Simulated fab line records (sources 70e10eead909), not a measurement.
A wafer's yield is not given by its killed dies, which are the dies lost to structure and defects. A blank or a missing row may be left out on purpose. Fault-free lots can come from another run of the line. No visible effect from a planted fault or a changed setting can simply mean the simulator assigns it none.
Code-filled problem report in 8D (eight disciplines) form -- flow nand_harc -- the parts of the form that need people (team, actions taken, sign-off) are left out

## 1. THE ISSUE
killed_dies at NHARC_END_SORT_01 reads a mean of 636 on 3 wafers of 1 lot; wafers without a fault read 60 with a standard deviation of 19. Measured from the usual mean, that is +30 standard deviations.
First seen on wafer L916.2, day 28 20:43, on prober-02. The record holds 3 wafers of 1 lot with a number at this step. By rule, "out" or "out of limits" means more than 4 standard deviations away from the usual mean. Any other wafer with a number is counted as sound.

## 2. WHAT IT IS, AND WHAT IT ISN'T
question,is,is not
which readings at this step,"killed_dies, killed_at_array","killed_at_other, killed_open, killed_short"
which lots,L916,-
which wafers of those lots,all that have a number,-
read on which gauges,prober-02,-
when,from day 28 20:43,up to then (0 sound wafers)

## 3. WHAT RULES OUT EACH SUSPECT
Counting: any tool at a process step up to the reading is kept as a suspect provided that every lot that is out went through it and no sound lot did after the first of them.
- the gauge at NHARC_END_SORT_01: kept. All the wafers that are out were read on prober-02, and no step on other tools shows them out.
- acl_dep-01 at NHARC_A_SLIT_DEP_00 (deposits aC, target thk 6200 nm): kept. It ran the lot that is out, L916 (day 23 23:11), and no sound lot after that.
After counting, acl_dep-01 at NHARC_A_SLIT_DEP_00 and prober-02 at NHARC_END_SORT_01 remain.

## 4. THE CAUSE (what the simulator had put in)
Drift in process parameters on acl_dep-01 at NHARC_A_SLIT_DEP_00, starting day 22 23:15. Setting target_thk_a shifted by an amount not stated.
This tool is one of the 2 suspects left after counting.

## 5. SEQUENCE OF EFFECTS, ordered by route
Rows list readings where the struck wafers' mean (over those with a number) sits beyond 3 standard deviations from the usual. Scope: only readings with a usual standard deviation given in the record; hours: median across lots of the time from each lot's start at the first step in this table that gives one to its start at this step; sigmas: change in usual standard deviations.
hours,step,reading,usual,on struck wafers,change,sigmas
0,NHARC_END_SORT_01,killed_at_array,55,628,+573,+30
0,NHARC_END_SORT_01,killed_dies,60,636,+576,+30

## 6. WHAT WOULD HAVE CAUGHT IT SOONER
The first out-of-limits reading at a measuring or inspecting step in this record came at day 28 20:43, 141 hours after the fault's start at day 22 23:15.
No tool reading at NHARC_A_SLIT_DEP_00 that has a usual standard deviation in the record was out on any struck wafer, so an alarm limit of 4 standard deviations on those readings would not have fired.
Lots out: 1; all had begun NHARC_A_SLIT_DEP_00 on acl_dep-01 by day 28 20:43. None of them would have been spared by holding the tool at that moment.
